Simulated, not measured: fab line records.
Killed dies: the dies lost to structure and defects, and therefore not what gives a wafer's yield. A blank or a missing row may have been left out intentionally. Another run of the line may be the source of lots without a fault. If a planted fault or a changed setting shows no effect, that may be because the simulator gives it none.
Which tool is to blame?    flow n5_finfet    9 lots (27 wafers sampled), 1 step of a 1938-step route

WHAT EACH GAUGE READ, for each wafer
N5_BEOL_M1_THK_MEAS_01.
lot   measured      on             M1_ILD_THK (nm)
L176  day 6 02:16   film_metro-01  77.3 78.0 77.0
L177  day 6 13:24   film_metro-01  77.8 77.6 79.2
L179  day 6 21:20   film_metro-02  78.4 75.5 77.0
L180  day 6 21:59   film_metro-01  76.5 80.2 79.0
L183  day 7 18:35   film_metro-01  78.1 77.8 79.5
L189  day 9 14:22   film_metro-02  79.4 77.6 79.9
L192  day 10 01:04  film_metro-01  76.5 79.1 77.9
L194  day 10 07:09  film_metro-01  78.0 78.0 79.2
L195  day 10 19:40  film_metro-02  77.2 79.6 78.8

TOOL THAT RAN EACH LOT (tool first, then ch and the chambers of the sampled wafers, then the start)
There is no process step in the record ahead of these readings.

THE ANSWER, worked out from the rows above alone
Rule: the usual values come from the lots themselves. The widest of any qualifying gaps counts: lots, ordered by their means at a reading, are off when they make up no more than a third of the lots, leave a main group of 4 or more, and stand apart from it by 3 or more times the standard deviation of that group's means. If all means in a main group match to the digits the tables above print for the reading, that group is not used. Also off: a lot with no number at a reading for which 4 or more lots have one. All remaining lots with rows at the step are treated as sound.
No lot is off at any reading shown: from this, nothing can be told.

WHAT THE SIMULATOR HAD PUT IN
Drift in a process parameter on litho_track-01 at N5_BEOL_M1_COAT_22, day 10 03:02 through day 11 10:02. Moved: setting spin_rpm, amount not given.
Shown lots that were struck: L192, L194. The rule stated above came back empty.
